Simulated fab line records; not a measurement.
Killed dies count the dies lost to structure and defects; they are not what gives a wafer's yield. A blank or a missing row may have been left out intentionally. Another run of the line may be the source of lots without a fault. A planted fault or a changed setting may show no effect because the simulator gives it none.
Which tool did it? ; flow n5Finfet ; 72 wafers from 24 lots sampled at 6 of the route's 1938 steps

== WHAT THE GAUGES READ, wafer by wafer ==
N5_BEOL_M10_CD_MEAS_28: the cd target is 70 nm. Usual: cdNm reads 70.3 nm (standard deviation 1.2).
lot;measured;on;cdNm (nm);flag
L074;day 9 17:38;cdSem-03;69.9 71.1 69.2;
L075;day 10 00:58;cdSem-01;70.9 70.5 70.0;
L076;day 10 06:57;cdSem-01;69.4 70.7 71.0;
L077;day 10 16:01;cdSem-02;70.4 70.0 68.7;
L078;day 10 16:21;cdSem-01;69.2 71.1 70.6;
L079;day 11 05:30;cdSem-02;70.5 69.7 70.2;
L080;day 11 11:31;cdSem-02;69.4 69.8 69.0;
L081;day 11 21:53;cdSem-01;70.3 71.8 71.3;
L083;day 12 07:30;cdSem-03;71.0 69.2 70.6;
L082;day 12 08:00;cdSem-02;70.9 70.5 70.9;
L085;day 12 14:34;cdSem-01;69.5 69.1 69.5;
L084;day 12 16:43;cdSem-02;72.0 68.3 70.3;
L086;day 13 05:26;cdSem-02;69.5 68.6 69.1;
L087;day 13 07:50;cdSem-02;70.3 70.4 69.8;
L088;day 13 08:14;cdSem-03;70.8 68.8 67.9;
L089;day 13 09:35;cdSem-01;70.5 69.6 70.4;
L090;day 14 01:07;cdSem-01;70.0 70.6 71.3;
L091;day 14 05:23;cdSem-01;69.9 67.4 70.2;
L092;day 14 09:35;cdSem-03;72.1 72.9 69.4;
L095;day 15 06:12;cdSem-03;72.3 72.6 72.9;
L094;day 15 08:53;cdSem-01;69.5 70.7 72.1;
L093;day 15 09:03;cdSem-03;72.2 71.0 70.7;
L096;day 15 17:29;cdSem-01;71.9 72.2 69.7;
L097;day 15 22:05;cdSem-03;70.8 68.0 69.1;

N5_BEOL_M11_CD_MEAS_18: pitch 140 nm, target cd 70 nm. Usual: cdNm reads 69.8 nm (standard deviation 0.8).
lot;measured;on;cdNm (nm);flag
L074;day 10 00:02;cdSem-03;70.3 69.3 69.8;
L075;day 10 07:36;cdSem-01;68.0 69.0 68.6;
L076;day 10 12:48;cdSem-03;69.0 69.6 68.9;
L077;day 11 00:57;cdSem-03;70.7 70.0 71.0;
L078;day 11 01:43;cdSem-03;71.2 71.0 70.3;
L079;day 11 13:57;cdSem-01;70.8 71.4 69.7;
L080;day 11 23:58;cdSem-01;68.5 67.7 68.7;
L081;day 12 06:38;cdSem-03;69.6 69.6 70.5;
L083;day 12 12:59;cdSem-02;70.3 69.4 70.6;
L082;day 12 13:29;cdSem-02;69.3 70.0 69.5;
L085;day 12 20:30;cdSem-01;69.6 70.3 69.6;
L084;day 12 23:40;cdSem-01;70.7 70.7 70.8;
L086;day 13 13:20;cdSem-02;70.2 69.4 69.8;
L087;day 13 13:46;cdSem-02;68.7 68.4 69.3;
L088;day 13 15:04;cdSem-01;69.5 70.9 69.9;
L089;day 13 18:11;cdSem-01;69.7 70.2 70.0;
L090;day 14 08:14;cdSem-01;69.8 70.0 70.1;
L091;day 14 11:34;cdSem-01;69.7 71.0 70.0;
L092;day 14 15:19;cdSem-03;69.5 69.1 70.4;
L095;day 15 14:02;cdSem-01;68.5 70.6 70.3;
L094;day 15 14:31;cdSem-01;69.5 69.4 70.4;
L093;day 15 17:01;cdSem-03;69.6 69.8 70.3;
L096;day 16 04:46;cdSem-03;69.2 70.1 70.5;
L097;day 16 04:55;cdSem-03;69.0 70.2 70.2;

== TOOL THAT RAN EACH LOT (tool first, then ch and the chambers of the sampled wafers, then the start) ==
lot;N5_BEOL_M10_ETCH_66;N5_BEOL_M10_SURFACE_TREAT_76;N5_BEOL_M10_SPUTTER_48;N5_BEOL_M11_ILD_DEP_00
L074;rieDiel-06 ch 2,3, day 9 17:49;pvdSputter-02, day 9 19:38;pvdSputter-02, day 9 19:50;pecvd-03 ch 0,1, day 9 20:53
L075;rieDiel-05 ch 0,1,2, day 10 01:08;pvdSputter-03, day 10 04:11;pvdSputter-03, day 10 04:22;pecvd-04 ch 1,2, day 10 05:23
L076;rieDiel-06 ch 0,3, day 10 07:16;pvdSputter-01, day 10 08:49;pvdSputter-02, day 10 09:00;pecvd-03 ch 0,2, day 10 10:11
L077;rieDiel-04 ch 0,1,3, day 10 16:20;pvdSputter-02, day 10 18:14;pvdSputter-03, day 10 19:43;pecvd-04 ch 0,1,2, day 10 20:44
L078;rieDiel-04 ch 0,1, day 10 16:53;pvdSputter-03, day 10 19:40;pvdSputter-03, day 10 20:19;pecvd-03 ch 0,1,2, day 10 21:29
L079;rieDiel-05 ch 0,1,2, day 11 09:12;pvdSputter-02, day 11 10:30;pvdSputter-03, day 11 10:44;pecvd-02 ch 0,1,2, day 11 11:44
L080;rieDiel-04 ch 0,2, day 11 13:13;pvdSputter-03, day 11 17:37;pvdSputter-02, day 11 18:28;pecvd-04 ch 1,2, day 11 19:35
L081;rieDiel-04 ch 0,1, day 11 22:53;pvdSputter-01, day 12 02:08;pvdSputter-01, day 12 02:22;pecvd-03 ch 0,1,2, day 12 03:23
L083;rieDiel-06 ch 0,2, day 12 07:40;pvdSputter-02, day 12 09:33;pvdSputter-02, day 12 09:43;pecvd-03 ch 0,1,2, day 12 10:44
L082;rieDiel-06 ch 0,3, day 12 08:10;pvdSputter-02, day 12 09:50;pvdSputter-02, day 12 10:05;pecvd-02 ch 0,2, day 12 11:17
L085;rieDiel-06 ch 0,3, day 12 14:44;pvdSputter-03, day 12 16:25;pvdSputter-01, day 12 16:38;pecvd-02 ch 0,1, day 12 17:56
L084;rieDiel-05 ch 0,2,3, day 12 16:54;pvdSputter-02, day 12 18:55;pvdSputter-03, day 12 19:20;pecvd-04 ch 0,1,2, day 12 20:22
L086;rieDiel-06 ch 1,2,3, day 13 05:43;pvdSputter-02, day 13 07:11;pvdSputter-03, day 13 07:26;pecvd-04 ch 0,1, day 13 08:58
L087;rieDiel-04 ch 0,1,2, day 13 08:00;pvdSputter-03, day 13 09:20;pvdSputter-02, day 13 09:46;pecvd-04 ch 0,1,2, day 13 10:51
L088;rieDiel-06 ch 0,1,2, day 13 08:31;pvdSputter-02, day 13 12:01;pvdSputter-02, day 13 12:17;pecvd-03 ch 0,1,2, day 13 13:19
L089;rieDiel-06 ch 0,2,3, day 13 09:46;pvdSputter-02, day 13 12:56;pvdSputter-02, day 13 13:29;pecvd-03 ch 0,1,2, day 13 14:44
L090;rieDiel-04 ch 1,2,3, day 14 01:17;pvdSputter-01, day 14 02:40;pvdSputter-03, day 14 04:43;pecvd-02 ch 0,1, day 14 06:01
L091;rieDiel-05 ch 0,1, day 14 05:33;pvdSputter-02, day 14 07:26;pvdSputter-02, day 14 07:51;pecvd-04 ch 0,1, day 14 09:37
L092;rieDiel-05 ch 0,1,2, day 14 09:46;pvdSputter-03, day 14 11:50;pvdSputter-03, day 14 12:03;pecvd-02 ch 0,1, day 14 13:04
L095;rieDiel-06 ch 0,1, day 15 06:25;pvdSputter-01, day 15 09:23;pvdSputter-02, day 15 09:40;pecvd-03 ch 0,1,2, day 15 11:03
L094;rieDiel-04 ch 0,2,3, day 15 09:03;pvdSputter-03, day 15 10:30;pvdSputter-03, day 15 10:44;pecvd-02 ch 0,1, day 15 12:47
L093;rieDiel-04 ch 1,2,3, day 15 10:15;pvdSputter-02, day 15 13:07;pvdSputter-02, day 15 13:20;pecvd-03 ch 0,1,2, day 15 14:40
L096;rieDiel-06 ch 2,3, day 15 17:50;pvdSputter-03, day 15 20:29;pvdSputter-01, day 15 20:50;pecvd-03 ch 0,2, day 15 23:14
L097;rieDiel-05 ch 1,2, day 15 22:16;pvdSputter-01, day 15 23:45;pvdSputter-01, day 15 23:59;pecvd-04 ch 0,1, day 16 01:16
- N5_BEOL_M10_ETCH_66: etches SOC in N2/H2, target depth 120 nm, overetch 24 nm, time 180 s.
- N5_BEOL_M10_SURFACE_TREAT_76
- N5_BEOL_M10_SPUTTER_48: material Cu, target thk 12 nm, time 2 s.
- N5_BEOL_M11_ILD_DEP_00: deposits SiCOH lowk from DEMS/porogen, target thk 308.51 nm, time 58 s.

== WHAT THE TOOLS THEMSELVES READ (means of the sampled wafers that have a number; where no wafer has one, the mark that the record gives instead) ==
N5_BEOL_M10_ETCH_66. Usual: drypumpMotorCurrentA 5.7 A (standard deviation 0.42); n2FlowSccm 200.1 sccm (standard deviation 0.57); oesProductAu 0.65 a.u. (standard deviation 0.074); rfFwdPowerW 836.9 W (standard deviation 2.8); rfVppV 524.5 V (standard deviation 2); showerheadPlenumPTorr 2.57 Torr (standard deviation 0.078); throttleValvePct 17.75 % (standard deviation 0.21).
lot;tool;drypumpMotorCurrentA (A);n2FlowSccm (sccm);oesProductAu (a.u.);rfFwdPowerW (W);rfVppV (V);showerheadPlenumPTorr (Torr);throttleValvePct (%);flag
L074;rieDiel-06;6.0;200.3;0.59;835.6;525.9;2.62;17.79;
L075;rieDiel-05;5.9;199.9;0.68;833.4;526.5;2.64;17.69;
L076;rieDiel-06;5.8;200.1;0.59;836.9;524.6;2.53;17.94;
L077;rieDiel-04;5.5;201.1;0.67;835.6;523.7;2.52;17.75;
L078;rieDiel-04;5.6;200.1;0.66;837.2;524.4;2.54;17.86;
L079;rieDiel-05;5.9;199.9;0.66;835.0;525.8;2.63;17.70;
L080;rieDiel-04;5.5;200.3;0.73;837.9;523.6;2.53;17.76;
L081;rieDiel-04;5.7;200.2;0.73;837.4;523.5;2.53;17.76;
L083;rieDiel-06;6.0;200.3;0.59;838.5;526.2;2.62;17.70;
L082;rieDiel-06;5.8;199.4;0.59;838.7;522.9;2.53;17.97;
L085;rieDiel-06;5.7;200.4;0.59;838.1;523.2;2.53;17.84;
L084;rieDiel-05;6.0;200.6;0.63;835.3;526.7;2.67;17.78;
L086;rieDiel-06;6.0;200.5;0.64;834.0;524.3;2.55;17.71;
L087;rieDiel-04;5.3;200.6;0.72;835.5;523.9;2.55;17.81;
L088;rieDiel-06;6.0;199.8;0.66;838.9;524.1;2.56;17.60;
L089;rieDiel-06;5.9;200.1;0.58;839.2;524.0;2.57;17.84;
L090;rieDiel-04;5.1;199.4;0.72;835.8;523.4;2.54;17.71;
L091;rieDiel-05;5.5;199.8;0.68;834.0;525.2;2.60;17.72;
L092;rieDiel-05;5.9;199.9;0.64;837.4;526.1;2.62;17.74;
L095;rieDiel-06;5.8;199.9;0.64;835.9;522.5;2.51;17.63;
L094;rieDiel-04;5.4;200.7;0.69;838.0;522.9;2.51;17.71;
L093;rieDiel-04;5.1;200.3;0.71;838.2;524.4;2.54;17.73;
L096;rieDiel-06;5.9;200.3;0.57;840.2;523.3;2.55;18.01;
L097;rieDiel-05;5.9;199.9;0.64;838.6;526.2;2.63;17.80;

N5_BEOL_M10_SPUTTER_48. Usual: cathodeDcPowerW 26000 W, standard deviation 4.9; throttleValvePct 29.8 %, standard deviation 0.77.
lot;tool;cathodeDcPowerW (W);throttleValvePct (%);flag
L074;pvdSputter-02;26001;30.1;
L075;pvdSputter-03;26006;30.4;
L076;pvdSputter-02;26004;29.2;
L077;pvdSputter-03;26004;29.7;
L078;pvdSputter-03;25998;29.8;
L079;pvdSputter-03;25999;30.4;
L080;pvdSputter-02;26005;29.7;
L081;pvdSputter-01;26001;29.7;
L083;pvdSputter-02;25992;28.9;
L082;pvdSputter-02;26004;30.1;
L085;pvdSputter-01;25999;29.3;
L084;pvdSputter-03;26001;30.4;
L086;pvdSputter-03;26002;29.8;
L087;pvdSputter-02;26000;29.3;
L088;pvdSputter-02;26004;30.1;
L089;pvdSputter-02;26000;29.4;
L090;pvdSputter-03;26001;29.6;
L091;pvdSputter-02;26002;29.9;
L092;pvdSputter-03;26001;30.1;
L095;pvdSputter-02;25995;29.6;
L094;pvdSputter-03;26008;30.1;
L093;pvdSputter-02;25999;30.0;
L096;pvdSputter-01;26000;29.7;
L097;pvdSputter-01;26000;29.6;

N5_BEOL_M11_ILD_DEP_00. Usual: heaterPowerOuterW 147 W, standard deviation 24; heaterPowerW 315 W, standard deviation 33; rfFwdPowerW 496.3 W, standard deviation 1.9; showerheadPlenumPTorr 5.744 Torr, standard deviation 0.018; throttleValvePct 13.7 %, standard deviation 0.77.
lot;tool;heaterPowerOuterW (W);heaterPowerW (W);rfFwdPowerW (W);showerheadPlenumPTorr (Torr);throttleValvePct (%);flag
L074;pecvd-03;141;294;493.9;5.742;13.8;
L075;pecvd-04;155;350;497.0;5.755;13.6;
L076;pecvd-03;154;325;495.1;5.725;13.8;
L077;pecvd-04;151;335;497.7;5.755;13.4;
L078;pecvd-03;147;309;496.4;5.731;13.6;
L079;pecvd-02;130;293;497.5;5.753;14.3;
L080;pecvd-04;160;352;498.7;5.747;12.9;
L081;pecvd-03;163;329;495.8;5.730;13.7;
L083;pecvd-03;152;313;497.5;5.732;13.6;
L082;pecvd-02;121;286;495.7;5.737;14.8;
L085;pecvd-02;126;286;495.8;5.746;14.9;
L084;pecvd-04;137;312;496.8;5.761;13.3;
L086;pecvd-04;125;299;496.6;5.770;14.0;
L087;pecvd-04;154;334;497.6;5.761;13.2;
L088;pecvd-03;164;329;494.2;5.727;13.6;
L089;pecvd-03;145;300;495.1;5.727;13.7;
L090;pecvd-02;150;311;496.3;5.748;14.2;
L091;pecvd-04;131;308;496.5;5.769;13.7;
L092;pecvd-02;112;268;495.4;5.743;14.7;
L095;pecvd-03;166;330;494.1;5.730;13.5;
L094;pecvd-02;130;294;494.9;5.751;14.9;
L093;pecvd-03;148;307;495.9;5.729;13.8;
L096;pecvd-03;139;302;495.4;5.728;13.7;
L097;pecvd-04;146;331;497.3;5.770;14.0;

== THE ANSWER, worked out from the rows above alone ==
Rule: a lot counts as off when the mean over its wafers that have a number is more than 3 standard deviations away from the usual mean. A lot without any number at a reading at which 4 lots or more have one is off too. The other lots that the step has rows for count as sound. The gauges are gone through in route order, then the tools' own readings, and for those a lot's mean is taken as printed above. The first step at which some lot is off is used, and at that step the reading that is off furthest; a lot without a number counts as furthest.
Across all readings shown, no lot is off: no conclusion can be drawn from this.

== WHAT WAS PUT IN BY THE SIMULATOR ==
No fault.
